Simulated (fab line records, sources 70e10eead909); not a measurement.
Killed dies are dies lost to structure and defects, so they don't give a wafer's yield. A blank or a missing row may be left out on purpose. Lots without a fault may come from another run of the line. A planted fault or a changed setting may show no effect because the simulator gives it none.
A struck lot beside a sound one | flow nand_harc | 15 steps out of a route of 1302
Sound: wafers L990.2, L990.4, L990.6. Struck: wafers L999.4, L999.5, L999.6. The cause comes at the end.
At each step with rows: each side's tool, then ch and its chambers, then its first start. Under that, the readings that differ: sound wafers | struck wafers | difference of the means | sigmas: that difference in standard deviations of wafers without a fault.
alike: readings whose means differ by less than 2 such deviations, and words and numbers that are the same on both sides. not compared: withheld readings, readings that some wafer has no value for, bounds like >300 that may hide the same value, and numbers for which the record gives no deviation and whose values overlap.
The two part at a step that has a row with sigmas, a row that says differs or no value, or rows on one side only. Numbers that don't overlap but have no deviation are shown without sigmas and don't part them. A reading that every wafer of one side lacks parts them only if that side has two wafers or more.

first, 8 steps without rows for these wafers: NHARC_P_GATE_DEHYDRATE_83 (time 120 s); NHARC_P_GATE_HMDS_84 (time 30 s); NHARC_P_GATE_COAT_85; NHARC_P_GATE_SOFTBAKE_86 (time 95 s); NHARC_P_GATE_EBR_87; NHARC_P_GATE_EXPOSE_88 (exposes mask P HVN, target cd 2000 nm); NHARC_P_GATE_PEB_89 (peb time 85 s); NHARC_P_GATE_DEVELOP_90 (time 70 s).
NHARC_P_GATE_CD_MEAS_91: target cd 2000 nm.
  sound on cd_sem-02 ch 0, day 9 03:08; struck on cd_sem-01 ch 0, day 12 20:13
  alike: cd_nm
then, 1 step without rows for these wafers: NHARC_P_GATE_HARDBAKE_92 (time 80 s).
NHARC_P_GATE_DESCUM_93: chemistry O2, time 3 s.
  sound on rie_diel-05 ch 0,2, day 9 03:18; struck on rie_diel-05 ch 0,1,2, day 12 20:25
  alike: drypump_motor_current_A, oes_product_au, rf_vpp_V, showerhead_plenum_p_Torr, throttle_valve_pct
  not compared: rf_hours_counter_h
then, 1 step without rows for these wafers: NHARC_P_GATE_IMPLANT_94.
NHARC_P_GATE_STRIP_113: strips in N2/H2, time 740 s.
  sound on plasma_asher-01 ch 0, day 9 03:48; struck on plasma_asher-02 ch 0,1, day 12 21:05
  no value came back on the struck wafers for drypump_motor_current_A (A), heater_power_w (W); on the sound wafers drypump_motor_current_A (A) reads 6.09 6.10 6.09
  not compared: rf_hours_counter_h
NHARC_P_GATE_STRIP_95: strips in O2.
  sound on plasma_asher-01 ch 0, day 9 04:25; struck on plasma_asher-02 ch 0,1, day 12 21:29
  alike: drypump_motor_current_A, heater_power_w
  not compared: rf_hours_counter_h
then, 1 step without rows for these wafers: NHARC_END_SORT_01.

WHERE THEY PART
Only at NHARC_P_GATE_STRIP_113, within this record. Later steps at which nothing parts them and some readings are alike: NHARC_P_GATE_STRIP_95.

WHY: what the simulator had put in
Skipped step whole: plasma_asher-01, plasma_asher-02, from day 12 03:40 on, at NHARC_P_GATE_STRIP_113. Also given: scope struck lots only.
